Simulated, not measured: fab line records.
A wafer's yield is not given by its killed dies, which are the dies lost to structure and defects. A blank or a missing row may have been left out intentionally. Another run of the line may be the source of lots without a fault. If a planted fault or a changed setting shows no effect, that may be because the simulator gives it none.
Chamber matching :: flow nandHarc :: NHARC_A_CONTACT_DEP_29 on pecvd-03: 3 sister chambers
The step deposits SiON, target thk 70 nm. 16 wafers are shown with their chamber, then 8 later ones without.

== WAFERS PAIRED WITH THEIR CHAMBERS ==
wafer: L076.1
chamber: 0
heaterPowerW (W): 651

wafer: L076.3
chamber: 1
heaterPowerW (W): 614

wafer: L076.4
chamber: 0
heaterPowerW (W): 649

wafer: L079.4
chamber: 0
heaterPowerW (W): 564

wafer: L079.5
chamber: 2
heaterPowerW (W): 835

wafer: L079.6
chamber: 1
heaterPowerW (W): 620

wafer: L083.3
chamber: 2
heaterPowerW (W): 838

wafer: L083.5
chamber: 1
heaterPowerW (W): 625

wafer: L083.6
chamber: 2
heaterPowerW (W): 825

wafer: L081.2
chamber: 2
heaterPowerW (W): 722

wafer: L081.3
chamber: 0
heaterPowerW (W): 608

wafer: L081.4
chamber: 1
heaterPowerW (W): 746

wafer: L089.2
chamber: 2
heaterPowerW (W): 743

wafer: L089.3
chamber: 0
heaterPowerW (W): 573

wafer: L089.6
chamber: 1
heaterPowerW (W): 703

wafer: L093.1
chamber: 0
heaterPowerW (W): 648

SIGNATURES, as means of the wafers listed above
reading: heaterPowerW
chamber 0: 615.50
chamber 1: 661.60
chamber 2: 792.60
scatter within a chamber: 51.5
Rule: for a wafer and a chamber, the distance is found by dividing, reading by reading, the gap between the wafer's reading and the chamber's mean by the reading's scatter, squaring, summing and taking the root. If the next closest chamber is less than 2 further off than the closest, the wafer can't be placed; otherwise it belongs to the closest. How the scatter is found: for the shown wafers, subtract from each reading the mean of its chamber, square and add these, divide the total by (wafers less chambers), then take the root.

== WAFERS WITHOUT THEIR CHAMBER ==
wafer: L093.2
heaterPowerW (W): 663

wafer: L093.5
heaterPowerW (W): 660

wafer: L097.3
heaterPowerW (W): 653

wafer: L097.4
heaterPowerW (W): 664

wafer: L097.6
heaterPowerW (W): 799

wafer: L095.1
heaterPowerW (W): 824

wafer: L095.2
heaterPowerW (W): 614

wafer: L095.6
heaterPowerW (W): 657

== CHAMBER TAKEN BY EACH ==
wafer: L093.2
from the rows above: can't be placed: 1 or 0
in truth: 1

wafer: L093.5
from the rows above: can't be placed: 1 or 0
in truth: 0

wafer: L097.3
from the rows above: can't be placed: 1 or 0
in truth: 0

wafer: L097.4
from the rows above: can't be placed: 1 or 0
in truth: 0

wafer: L097.6
from the rows above: 2
in truth: 2

wafer: L095.1
from the rows above: 2
in truth: 2

wafer: L095.2
from the rows above: can't be placed: 0 or 1
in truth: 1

wafer: L095.6
from the rows above: can't be placed: 1 or 0
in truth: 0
Correct placement for 2 of the 8. Can't be placed from these rows: 6 (the true chamber is among the candidates in 6). Wrongly placed: 0.
